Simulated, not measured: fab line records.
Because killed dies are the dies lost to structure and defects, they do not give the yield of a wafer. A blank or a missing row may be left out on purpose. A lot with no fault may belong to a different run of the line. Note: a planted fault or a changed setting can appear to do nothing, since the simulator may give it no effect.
Chamber matching / flow nand_harc / NHARC_A_BONDPAD_DESCUM_11 on rie_diel-09 has 4 sister chambers
The step chemistry O2, time 3 s. 8 wafers are shown with their chamber, then 9 later ones without.

## EACH WAFER AND ITS CHAMBER
wafer=L374.2; chamber=3; throttle_valve_pct (%)=11.321; oes_product_au (a.u.)=1.012
wafer=L379.6; chamber=0; throttle_valve_pct (%)=11.306; oes_product_au (a.u.)=0.994
wafer=L378.2; chamber=1; throttle_valve_pct (%)=11.306; oes_product_au (a.u.)=0.984
wafer=L378.3; chamber=2; throttle_valve_pct (%)=11.311; oes_product_au (a.u.)=0.991
wafer=L378.5; chamber=0; throttle_valve_pct (%)=11.315; oes_product_au (a.u.)=0.996
wafer=L382.2; chamber=3; throttle_valve_pct (%)=11.322; oes_product_au (a.u.)=1.000
wafer=L382.5; chamber=1; throttle_valve_pct (%)=11.325; oes_product_au (a.u.)=1.007
wafer=L382.6; chamber=2; throttle_valve_pct (%)=11.312; oes_product_au (a.u.)=0.999

## WAFERS WITHOUT THEIR CHAMBER
wafer=L384.3; throttle_valve_pct (%)=11.314; oes_product_au (a.u.)=0.991
wafer=L384.5; throttle_valve_pct (%)=11.334; oes_product_au (a.u.)=0.983
wafer=L384.6; throttle_valve_pct (%)=11.311; oes_product_au (a.u.)=1.006
wafer=L387.2; throttle_valve_pct (%)=11.324; oes_product_au (a.u.)=0.979
wafer=L387.3; throttle_valve_pct (%)=11.320; oes_product_au (a.u.)=1.005
wafer=L387.6; throttle_valve_pct (%)=11.310; oes_product_au (a.u.)=0.998
wafer=L388.1; throttle_valve_pct (%)=11.318; oes_product_au (a.u.)=0.991
wafer=L388.2; throttle_valve_pct (%)=11.302; oes_product_au (a.u.)=0.993
wafer=L388.4; throttle_valve_pct (%)=11.319; oes_product_au (a.u.)=0.997

## WHICH CHAMBER EACH ONE RAN IN
wafer=L384.3; from the rows above=can't be placed: 1 or 2 or 0 or 3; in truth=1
wafer=L384.5; from the rows above=can't be placed: 1 or 3 or 2 or 0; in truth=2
wafer=L384.6; from the rows above=can't be placed: 2 or 0 or 1 or 3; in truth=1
wafer=L387.2; from the rows above=can't be placed: 1 or 2 or 0 or 3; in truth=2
wafer=L387.3; from the rows above=can't be placed: 3 or 1 or 2 or 0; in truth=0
wafer=L387.6; from the rows above=can't be placed: 0 or 2 or 1 or 3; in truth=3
wafer=L388.1; from the rows above=can't be placed: 1 or 2 or 0 or 3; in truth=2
wafer=L388.2; from the rows above=can't be placed: 0 or 2 or 1 or 3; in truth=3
wafer=L388.4; from the rows above=can't be placed: 1 or 3 or 2 or 0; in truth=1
Placed correctly: 0 of 9. Cannot be placed on the basis of these rows: 9; the candidates contain the true chamber in 9. 0 placed wrongly.
How it was worked out, from the rows above alone: a wafer's distance from a chamber is the root of the sum, over the readings, of the square of ((its reading less the chamber's mean) divided by the reading's scatter). The wafer belongs to the nearest chamber; if the next one is less than 2 further off, it can't be placed. The mean given for a chamber averages the wafers shown for that chamber. How the scatter is found: for the shown wafers, subtract from each reading the mean of its chamber, square and add these, divide the total by (wafers less chambers), then take the root.
